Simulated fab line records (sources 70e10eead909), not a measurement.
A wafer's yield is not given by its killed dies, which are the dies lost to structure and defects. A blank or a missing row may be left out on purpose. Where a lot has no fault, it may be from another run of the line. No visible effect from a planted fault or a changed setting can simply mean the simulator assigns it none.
Which tool was responsible? / flow nand-harc / 39 wafers from 13 lots sampled at 5 of the route's 1159 steps

== WHAT THE GAUGES SHOWED, per wafer ==
NHARC_END_SORT_01. Usual: killed-at-array 31, standard deviation 11; killed-at-other 0.5, standard deviation 0.78; killed-at-periphery 3.0, standard deviation 2; killed-dies 34, standard deviation 12; killed-open 3.2, standard deviation 2; killed-short 1.9, standard deviation 1.6.
lot=L468; measured=day 21 01:28; on=prober-02; killed-at-array=24 674 32; killed-at-other=1 2 1; killed-at-periphery=3 1 4; killed-dies=28 677 37; killed-open=2 2 7; killed-short=3 1 3; flag=OFF
lot=L471; measured=day 21 17:05; on=prober-02; killed-at-array=43 38 673; killed-at-other=1 1 0; killed-at-periphery=2 0 4; killed-dies=46 39 677; killed-open=0 2 4; killed-short=2 1 4; flag=OFF

== WHICH TOOL RAN EACH LOT (tool, then ch and the chambers of the sampled wafers, then the start) ==
lot=L464; NHARC_A_SGD_CUT_DEP_00=pecvd-02 ch 0,1,2, day 13 15:01; NHARC_A_BONDPAD_STRIP_15=rie-diel-09 ch 1,2,3, day 18 00:15; NHARC_A_BONDPAD_CMP_19=cmp-03 ch 0,2,3, day 18 01:55; NHARC_HYBRID_BOND_ACTIVATE_00=rie-diel-01 ch 1,2,3, day 18 02:30
lot=L465; NHARC_A_SGD_CUT_DEP_00=pecvd-02 ch 0,1,2, day 14 04:05; NHARC_A_BONDPAD_STRIP_15=rie-diel-09 ch 0,1,2, day 18 05:15; NHARC_A_BONDPAD_CMP_19=cmp-01 ch 1,2, day 18 06:58; NHARC_HYBRID_BOND_ACTIVATE_00=rie-diel-06 ch 1,2,3, day 18 07:34
lot=L466; NHARC_A_SGD_CUT_DEP_00=pecvd-04 ch 0,2, day 14 09:02; NHARC_A_BONDPAD_STRIP_15=rie-diel-09 ch 2,3, day 18 10:47; NHARC_A_BONDPAD_CMP_19=cmp-04 ch 1,2, day 18 12:46; NHARC_HYBRID_BOND_ACTIVATE_00=rie-diel-01 ch 0,3, day 18 13:22
lot=L467; NHARC_A_SGD_CUT_DEP_00=pecvd-04 ch 0,2, day 14 22:34; NHARC_A_BONDPAD_STRIP_15=rie-diel-09 ch 0,2, day 18 21:17; NHARC_A_BONDPAD_CMP_19=cmp-04 ch 2,3, day 18 22:55; NHARC_HYBRID_BOND_ACTIVATE_00=rie-diel-06 ch 0,1, day 18 23:32
lot=L468; NHARC_A_SGD_CUT_DEP_00=pecvd-04 ch 0,1,2, day 15 08:07; NHARC_A_BONDPAD_STRIP_15=rie-diel-09 ch 0,1, day 19 18:55; NHARC_A_BONDPAD_CMP_19=cmp-03 ch 1,2, day 19 20:59; NHARC_HYBRID_BOND_ACTIVATE_00=rie-diel-06 ch 0,1, day 19 21:34
lot=L469; NHARC_A_SGD_CUT_DEP_00=pecvd-03 ch 1,2, day 15 08:17; NHARC_A_BONDPAD_STRIP_15=rie-diel-03 ch 0,1, day 19 18:42; NHARC_A_BONDPAD_CMP_19=cmp-03 ch 0,3, day 19 20:20; NHARC_HYBRID_BOND_ACTIVATE_00=rie-diel-06 ch 2,3, day 19 20:56
lot=L471; NHARC_A_SGD_CUT_DEP_00=pecvd-04 ch 0,1,2, day 15 20:28; NHARC_A_BONDPAD_STRIP_15=rie-diel-09 ch 1,3, day 19 23:52; NHARC_A_BONDPAD_CMP_19=cmp-01 ch 0,3, day 20 01:31; NHARC_HYBRID_BOND_ACTIVATE_00=rie-diel-06 ch 2,3, day 20 02:07
lot=L474; NHARC_A_SGD_CUT_DEP_00=pecvd-03 ch 0,1,2, day 16 23:11; NHARC_A_BONDPAD_STRIP_15=rie-diel-09 ch 1,2,3, day 20 23:55; NHARC_A_BONDPAD_CMP_19=cmp-03 ch 1,2,3, day 21 01:35; NHARC_HYBRID_BOND_ACTIVATE_00=rie-diel-02 ch 0,1,3, day 21 02:10
lot=L481; NHARC_A_SGD_CUT_DEP_00=pecvd-02 ch 1,2, day 18 10:17; NHARC_A_BONDPAD_STRIP_15=rie-diel-09 ch 1,3, day 22 13:46; NHARC_A_BONDPAD_CMP_19=cmp-03 ch 0,1,2, day 22 15:28; NHARC_HYBRID_BOND_ACTIVATE_00=rie-diel-06 ch 0,1,3, day 22 16:05
lot=L485; NHARC_A_SGD_CUT_DEP_00=pecvd-04 ch 0,1,2, day 19 01:44; NHARC_A_BONDPAD_STRIP_15=rie-diel-09 ch 2,3, day 22 23:40; NHARC_A_BONDPAD_CMP_19=cmp-04 ch 0,1,3, day 23 01:26; NHARC_HYBRID_BOND_ACTIVATE_00=rie-diel-06 ch 0,1, day 23 02:01
lot=L483; NHARC_A_SGD_CUT_DEP_00=pecvd-03 ch 0,1,2, day 19 01:57; NHARC_A_BONDPAD_STRIP_15=rie-diel-09 ch 0,1,3, day 23 10:21; NHARC_A_BONDPAD_CMP_19=cmp-03 ch 0,1,3, day 23 12:06; NHARC_HYBRID_BOND_ACTIVATE_00=rie-diel-06 ch 0,3, day 23 12:40
lot=L484; NHARC_A_SGD_CUT_DEP_00=pecvd-03 ch 0,2, day 19 02:08; NHARC_A_BONDPAD_STRIP_15=rie-diel-09 ch 0,3, day 23 10:29; NHARC_A_BONDPAD_CMP_19=cmp-04 ch 0,1, day 23 12:38; NHARC_HYBRID_BOND_ACTIVATE_00=rie-diel-06 ch 1,2,3, day 23 13:16
lot=L486; NHARC_A_SGD_CUT_DEP_00=pecvd-04 ch 0,2, day 19 15:46; NHARC_A_BONDPAD_STRIP_15=rie-diel-09 ch 0,1,3, day 23 17:17; NHARC_A_BONDPAD_CMP_19=cmp-03 ch 0,2, day 23 18:55; NHARC_HYBRID_BOND_ACTIVATE_00=rie-diel-02 ch 2,3, day 23 19:35
- NHARC_A_SGD_CUT_DEP_00: deposits SiNx, target thk 50 nm.
- NHARC_A_BONDPAD_STRIP_15: strips in O2.
- NHARC_A_BONDPAD_CMP_19: polishes, t overpolish 30 s, cu recess touch 16 s, target thk 169.8 nm.
- NHARC_HYBRID_BOND_ACTIVATE_00: chemistry N2, time 60 s.

== WHAT THE TOOLS THEMSELVES READ (means of the sampled wafers that have a number; where no wafer has one, the mark that the record gives instead) ==
NHARC_A_SGD_CUT_DEP_00. Usual: heater-power-w at 691 W, with a standard deviation of 80.
lot=L464; tool=pecvd-02; heater-power-w (W)=699; flag=
lot=L465; tool=pecvd-02; heater-power-w (W)=694; flag=
lot=L466; tool=pecvd-04; heater-power-w (W)=639; flag=
lot=L467; tool=pecvd-04; heater-power-w (W)=606; flag=
lot=L468; tool=pecvd-04; heater-power-w (W)=686; flag=
lot=L469; tool=pecvd-03; heater-power-w (W)=762; flag=
lot=L471; tool=pecvd-04; heater-power-w (W)=683; flag=
lot=L474; tool=pecvd-03; heater-power-w (W)=688; flag=
lot=L481; tool=pecvd-02; heater-power-w (W)=708; flag=
lot=L485; tool=pecvd-04; heater-power-w (W)=639; flag=
lot=L483; tool=pecvd-03; heater-power-w (W)=729; flag=
lot=L484; tool=pecvd-03; heater-power-w (W)=731; flag=
lot=L486; tool=pecvd-04; heater-power-w (W)=605; flag=

NHARC_A_BONDPAD_STRIP_15. Usual: drypump-motor-current-A 5.8 A, standard deviation 0.44; oes-product-au 1.000 a.u., standard deviation 0.013; rf-vpp-V 57.7 V, standard deviation 0.8; showerhead-plenum-p-Torr 3.50 Torr, standard deviation 0.091; throttle-valve-pct 17.036 %, standard deviation 0.01.
lot=L464; tool=rie-diel-09; drypump-motor-current-A (A)=5.8; oes-product-au (a.u.)=1.006; rf-vpp-V (V)=58.0; showerhead-plenum-p-Torr (Torr)=3.55; throttle-valve-pct (%)=17.032; flag=
lot=L465; tool=rie-diel-09; drypump-motor-current-A (A)=6.2; oes-product-au (a.u.)=1.009; rf-vpp-V (V)=57.8; showerhead-plenum-p-Torr (Torr)=3.52; throttle-valve-pct (%)=17.026; flag=
lot=L466; tool=rie-diel-09; drypump-motor-current-A (A)=5.9; oes-product-au (a.u.)=0.999; rf-vpp-V (V)=57.6; showerhead-plenum-p-Torr (Torr)=3.56; throttle-valve-pct (%)=17.041; flag=
lot=L467; tool=rie-diel-09; drypump-motor-current-A (A)=6.2; oes-product-au (a.u.)=1.005; rf-vpp-V (V)=57.3; showerhead-plenum-p-Torr (Torr)=3.53; throttle-valve-pct (%)=17.033; flag=
lot=L468; tool=rie-diel-09; drypump-motor-current-A (A)=6.2; oes-product-au (a.u.)=0.988; rf-vpp-V (V)=58.1; showerhead-plenum-p-Torr (Torr)=3.48; throttle-valve-pct (%)=17.038; flag=
lot=L469; tool=rie-diel-03; drypump-motor-current-A (A)=5.2; oes-product-au (a.u.)=0.998; rf-vpp-V (V)=58.0; showerhead-plenum-p-Torr (Torr)=3.49; throttle-valve-pct (%)=17.033; flag=
lot=L471; tool=rie-diel-09; drypump-motor-current-A (A)=5.6; oes-product-au (a.u.)=1.000; rf-vpp-V (V)=58.0; showerhead-plenum-p-Torr (Torr)=3.53; throttle-valve-pct (%)=17.027; flag=
lot=L474; tool=rie-diel-09; drypump-motor-current-A (A)=5.8; oes-product-au (a.u.)=1.002; rf-vpp-V (V)=58.5; showerhead-plenum-p-Torr (Torr)=3.55; throttle-valve-pct (%)=17.040; flag=
lot=L481; tool=rie-diel-09; drypump-motor-current-A (A)=5.8; oes-product-au (a.u.)=0.977; rf-vpp-V (V)=58.3; showerhead-plenum-p-Torr (Torr)=3.54; throttle-valve-pct (%)=17.030; flag=
lot=L485; tool=rie-diel-09; drypump-motor-current-A (A)=5.9; oes-product-au (a.u.)=1.000; rf-vpp-V (V)=58.2; showerhead-plenum-p-Torr (Torr)=3.56; throttle-valve-pct (%)=17.044; flag=
lot=L483; tool=rie-diel-09; drypump-motor-current-A (A)=5.8; oes-product-au (a.u.)=0.996; rf-vpp-V (V)=57.4; showerhead-plenum-p-Torr (Torr)=3.49; throttle-valve-pct (%)=17.031; flag=
lot=L484; tool=rie-diel-09; drypump-motor-current-A (A)=5.5; oes-product-au (a.u.)=0.996; rf-vpp-V (V)=58.6; showerhead-plenum-p-Torr (Torr)=3.46; throttle-valve-pct (%)=17.032; flag=
lot=L486; tool=rie-diel-09; drypump-motor-current-A (A)=5.8; oes-product-au (a.u.)=1.001; rf-vpp-V (V)=58.1; showerhead-plenum-p-Torr (Torr)=3.49; throttle-valve-pct (%)=17.050; flag=

NHARC_A_BONDPAD_CMP_19. Usual: motor-current-A 12.5 A, standard deviation 0.82; overpolish-run-s 30.001 s, standard deviation 0.0097.
lot=L464; tool=cmp-03; motor-current-A (A)=12.5; overpolish-run-s (s)=30.006; flag=
lot=L465; tool=cmp-01; motor-current-A (A)=10.8; overpolish-run-s (s)=30.001; flag=
lot=L466; tool=cmp-04; motor-current-A (A)=12.3; overpolish-run-s (s)=30.010; flag=
lot=L467; tool=cmp-04; motor-current-A (A)=12.8; overpolish-run-s (s)=29.993; flag=
lot=L468; tool=cmp-03; motor-current-A (A)=12.9; overpolish-run-s (s)=29.991; flag=
lot=L469; tool=cmp-03; motor-current-A (A)=12.8; overpolish-run-s (s)=30.006; flag=
lot=L471; tool=cmp-01; motor-current-A (A)=11.6; overpolish-run-s (s)=30.012; flag=
lot=L474; tool=cmp-03; motor-current-A (A)=12.7; overpolish-run-s (s)=30.006; flag=
lot=L481; tool=cmp-03; motor-current-A (A)=12.5; overpolish-run-s (s)=30.010; flag=
lot=L485; tool=cmp-04; motor-current-A (A)=12.8; overpolish-run-s (s)=29.998; flag=
lot=L483; tool=cmp-03; motor-current-A (A)=12.9; overpolish-run-s (s)=30.000; flag=
lot=L484; tool=cmp-04; motor-current-A (A)=13.3; overpolish-run-s (s)=30.003; flag=
lot=L486; tool=cmp-03; motor-current-A (A)=12.9; overpolish-run-s (s)=29.993; flag=

NHARC_HYBRID_BOND_ACTIVATE_00. Usual: drypump-motor-current-A 5.6 A, standard deviation 0.67; oes-product-au 0.993 a.u., standard deviation 0.011; rf-vpp-V 64.1 V, standard deviation 1; showerhead-plenum-p-Torr 1.77 Torr, standard deviation 0.1.
lot=L464; tool=rie-diel-01; drypump-motor-current-A (A)=5.5; oes-product-au (a.u.)=1.001; rf-vpp-V (V)=64.3; showerhead-plenum-p-Torr (Torr)=1.78; flag=
lot=L465; tool=rie-diel-06; drypump-motor-current-A (A)=5.9; oes-product-au (a.u.)=0.996; rf-vpp-V (V)=64.7; showerhead-plenum-p-Torr (Torr)=1.76; flag=
lot=L466; tool=rie-diel-01; drypump-motor-current-A (A)=5.5; oes-product-au (a.u.)=0.991; rf-vpp-V (V)=64.5; showerhead-plenum-p-Torr (Torr)=1.75; flag=
lot=L467; tool=rie-diel-06; drypump-motor-current-A (A)=5.5; oes-product-au (a.u.)=0.991; rf-vpp-V (V)=64.7; showerhead-plenum-p-Torr (Torr)=1.80; flag=
lot=L468; tool=rie-diel-06; drypump-motor-current-A (A)=5.8; oes-product-au (a.u.)=0.996; rf-vpp-V (V)=63.3; showerhead-plenum-p-Torr (Torr)=1.76; flag=
lot=L469; tool=rie-diel-06; drypump-motor-current-A (A)=5.7; oes-product-au (a.u.)=1.003; rf-vpp-V (V)=64.9; showerhead-plenum-p-Torr (Torr)=1.83; flag=
lot=L471; tool=rie-diel-06; drypump-motor-current-A (A)=5.5; oes-product-au (a.u.)=0.999; rf-vpp-V (V)=63.9; showerhead-plenum-p-Torr (Torr)=1.81; flag=
lot=L474; tool=rie-diel-02; drypump-motor-current-A (A)=5.9; oes-product-au (a.u.)=1.006; rf-vpp-V (V)=63.8; showerhead-plenum-p-Torr (Torr)=1.64; flag=
lot=L481; tool=rie-diel-06; drypump-motor-current-A (A)=5.5; oes-product-au (a.u.)=0.985; rf-vpp-V (V)=63.5; showerhead-plenum-p-Torr (Torr)=1.76; flag=
lot=L485; tool=rie-diel-06; drypump-motor-current-A (A)=5.5; oes-product-au (a.u.)=0.994; rf-vpp-V (V)=64.8; showerhead-plenum-p-Torr (Torr)=1.80; flag=
lot=L483; tool=rie-diel-06; drypump-motor-current-A (A)=5.0; oes-product-au (a.u.)=0.994; rf-vpp-V (V)=63.9; showerhead-plenum-p-Torr (Torr)=1.79; flag=
lot=L484; tool=rie-diel-06; drypump-motor-current-A (A)=5.9; oes-product-au (a.u.)=0.996; rf-vpp-V (V)=63.0; showerhead-plenum-p-Torr (Torr)=1.75; flag=
lot=L486; tool=rie-diel-02; drypump-motor-current-A (A)=5.4; oes-product-au (a.u.)=0.987; rf-vpp-V (V)=63.2; showerhead-plenum-p-Torr (Torr)=1.72; flag=

== THE ANSWER, worked out from the rows above alone ==
Rule: a lot counts as off when the mean over its wafers that have a number is more than 3 standard deviations away from the usual mean. A lot without any number at a reading at which 4 lots or more have one is off too. Where the step has rows for the other lots, those lots are counted as sound. After the gauges, taken in route order, come the tools' own readings; for these a lot's mean is taken, as printed above. The first step at which some lot is off is used, and at that step the reading that is off furthest; a lot without a number counts as furthest.
Off: L468, L471, at NHARC_END_SORT_01 (killed-at-array). Neither off nor sound, because the step has no rows for them: L464, L465, L466, L467, L469, L474, L481, L485, L483, L484, L486.
If a tool, at a process step before that reading, ran all the lots that are off and no sound lot after the first of them, it fits. Those tools and the gauges at NHARC_END_SORT_01 are tried in the same way. Can't be told from this: 4 tools fit, pecvd-04 at NHARC_A_SGD_CUT_DEP_00, rie-diel-09 at NHARC_A_BONDPAD_STRIP_15, rie-diel-06 at NHARC_HYBRID_BOND_ACTIVATE_00, prober-02 at NHARC_END_SORT_01.

== WHAT HAD BEEN PUT IN BY THE SIMULATOR ==
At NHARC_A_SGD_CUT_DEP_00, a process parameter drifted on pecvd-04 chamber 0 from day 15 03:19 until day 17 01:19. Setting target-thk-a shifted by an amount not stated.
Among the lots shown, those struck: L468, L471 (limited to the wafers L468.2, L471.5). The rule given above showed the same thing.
